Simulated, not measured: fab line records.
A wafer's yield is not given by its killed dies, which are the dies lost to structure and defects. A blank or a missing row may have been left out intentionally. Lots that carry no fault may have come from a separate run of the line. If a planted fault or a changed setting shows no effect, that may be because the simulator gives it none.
Chamber matching :: flow nand-harc :: NHARC_A_CONTACT_DEP_29 on pecvd-02: 3 sister chambers
The step deposits SiON, target thk 70 nm. 3 wafers are shown with their chamber, then 9 later ones without.

EACH WAFER AND ITS CHAMBER
wafer: L086.4
chamber: 1
heater-power-w (W): 824

wafer: L088.4
chamber: 2
heater-power-w (W): 814

wafer: L088.5
chamber: 0
heater-power-w (W): 711

WAFERS MISSING THEIR CHAMBER
wafer: L091.1
heater-power-w (W): 785

wafer: L091.2
heater-power-w (W): 687

wafer: L091.5
heater-power-w (W): 773

wafer: L092.1
heater-power-w (W): 848

wafer: L092.3
heater-power-w (W): 665

wafer: L092.5
heater-power-w (W): 775

wafer: L094.1
heater-power-w (W): 690

wafer: L094.5
heater-power-w (W): 866

wafer: L094.6
heater-power-w (W): 716

CHAMBER TAKEN BY EACH
wafer: L091.1
from the rows above: can't be placed: 2 or 1 or 0
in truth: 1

wafer: L091.2
from the rows above: 0
in truth: 0

wafer: L091.5
from the rows above: can't be placed: 2 or 1 or 0
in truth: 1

wafer: L092.1
from the rows above: can't be placed: 1 or 2
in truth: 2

wafer: L092.3
from the rows above: 0
in truth: 0

wafer: L092.5
from the rows above: can't be placed: 2 or 1 or 0
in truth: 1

wafer: L094.1
from the rows above: 0
in truth: 0

wafer: L094.5
from the rows above: can't be placed: 1 or 2
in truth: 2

wafer: L094.6
from the rows above: 0
in truth: 0
Correctly placed: 4 of 9. These rows do not allow placing 5 (true chamber among the candidates in 5). 0 placed wrongly.
How it was worked out, from the rows above alone: a wafer's distance from a chamber is the root of the sum, over the readings, of the square of ((its reading less the chamber's mean) divided by the reading's scatter). The wafer belongs to the nearest chamber; if the next one is less than 2 further off, it can't be placed. Each chamber's mean is taken over the wafers shown for it. The scatter: with one shown wafer a chamber, the root of the mean of the squares of how far each hidden wafer lies from its nearest shown one.
